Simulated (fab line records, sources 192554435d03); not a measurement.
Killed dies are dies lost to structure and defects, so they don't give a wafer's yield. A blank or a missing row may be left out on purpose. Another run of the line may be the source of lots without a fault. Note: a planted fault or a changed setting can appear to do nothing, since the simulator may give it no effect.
Comparing a struck lot with a sound one :: flow n5 finfet :: 35 steps out of a route of 1938
Sound: the wafers L325.1, L325.4, L325.5. Struck: wafers L329.2, L329.3, L329.6. The cause is given at the end.
For every step that has rows: the tool of each side, followed by ch and its chambers, followed by its first start. Under that, the readings that differ: sound wafers :: struck wafers :: difference of the means :: sigmas: that difference in standard deviations of wafers without a fault.
alike: same words and numbers on both sides, and readings whose means sit less than 2 such deviations apart. not compared: any withheld reading, any reading some wafer has no value for, any bound like >300 that may hide the same value, and any number with overlapping values for which the record gives no deviation.
A row with sigmas, a row that says differs or no value, or rows on one side alone: a step with any of these is where the two part. Numbers that have no deviation but don't overlap get no sigmas and don't part them. A reading missing from all wafers of one side parts the sides only when that side holds two or more wafers.

first, 8 steps without rows for these wafers: N5_BEOL_M3_ECD_50 (material Cu, target thk 300 nm); N5_BEOL_M3_ANNEAL_51 (time 90 s); N5_BEOL_M3_CMP_52 (polishes, stops on SiOC, t overpolish 6.8 s, target thk 40 nm); N5_BEOL_M3_PRE_CLEAN_60 (time 15 s); N5_BEOL_M3_CO_CAP_55 (material Co, precursor CCTBA/H2, target thk 2 nm, time 102.1 s); N5_BEOL_M3_PRE_CLEAN_56 (time 15 s); N5_BEOL_M3_DEP_57 (deposits SiCN from 3MS/NH3, target thk 8 nm, time 14 s); N5_BEOL_M4_ILD_DEP_00 (deposits SiOC from DEMS/O2, target thk 79 nm, time 15.3 s).
N5_BEOL_M4_PECVD_72: deposits SiO2 from TEOS/O2, target thk 16 nm, time 18 s.
  sound on pecvd-02 ch 0, day 9 08:59; struck on pecvd-01 ch 0,1,2, day 10 14:26
  alike: heater power w, showerhead plenum p Torr, throttle valve pct
then, 25 steps without rows for these wafers: N5_BEOL_M4_HM_DEP_02 (deposits TiN, target thk 20 nm); N5_BEOL_M4_COAT_61 (time 60 s, resist thk 60 nm); N5_BEOL_M4_COAT_62 (time 60 s, resist thk 12 nm); N5_BEOL_M4_COAT_73 (time 60 s, resist thk 5 nm); N5_BEOL_M4_COAT_05 (resist thk 30 nm); N5_BEOL_M4_EBR_07; N5_BEOL_M4_SOFTBAKE_06 (time 60 s); N5_BEOL_M4_EXPOSE_08 (exposes mask M4); N5_BEOL_M4_PEB_09 (peb time 60 s); N5_BEOL_M4_DEVELOP_10 (develop time 30 s); N5_BEOL_M4_DESCUM_16 (chemistry O2, time 7 s); N5_BEOL_M4_ETCH_74 (etches underlayer in N2/H2, target depth 6.5 nm, time 5.2 s); N5_BEOL_M4_ETCH_63 (etches SiARC in CF4, target depth 15.6 nm, time 26 s); N5_BEOL_M4_ETCH_64 (etches SOC in N2/H2, target depth 75 nm, overetch 22.5 nm, time 121.9 s); N5_BEOL_M4_STRIP_65 (strips in N2/H2); N5_BEOL_M4_STRIP_75 (strips in N2/H2); N5_BEOL_M4_STRIP_66 (strips in CF4); N5_BEOL_M4_HM_OPEN_17 (chemistry Cl2/BCl3, target TiN, target depth 20 nm, overetch 6 nm); N5_BEOL_M4_STRIP_19 (strips in O2); N5_BEOL_M4_COAT_67 (time 60 s, resist thk 60 nm); N5_BEOL_M4_COAT_68 (time 60 s, resist thk 12 nm); N5_BEOL_M4_COAT_76 (time 60 s, resist thk 5 nm); N5_BEOL_M4_COAT_22 (resist thk 30 nm); N5_BEOL_M4_EBR_24; N5_BEOL_M4_SOFTBAKE_23 (time 60 s).
-- here the record skips 4 days between the struck wafers' starts before and after, leaving off in module BEOL_M4 and picking up in module PASSIVATION (first step shown: number 1936 of the route) --
N5_PASSIVATION_PROBE_49:
  the record has rows for the struck wafers here (prober-02, day 14 12:40) and none for the sound ones

== WHERE THEY PART ==
Only at N5_PASSIVATION_PROBE_49, as far as this record shows.

WHY: the cause the simulator had injected
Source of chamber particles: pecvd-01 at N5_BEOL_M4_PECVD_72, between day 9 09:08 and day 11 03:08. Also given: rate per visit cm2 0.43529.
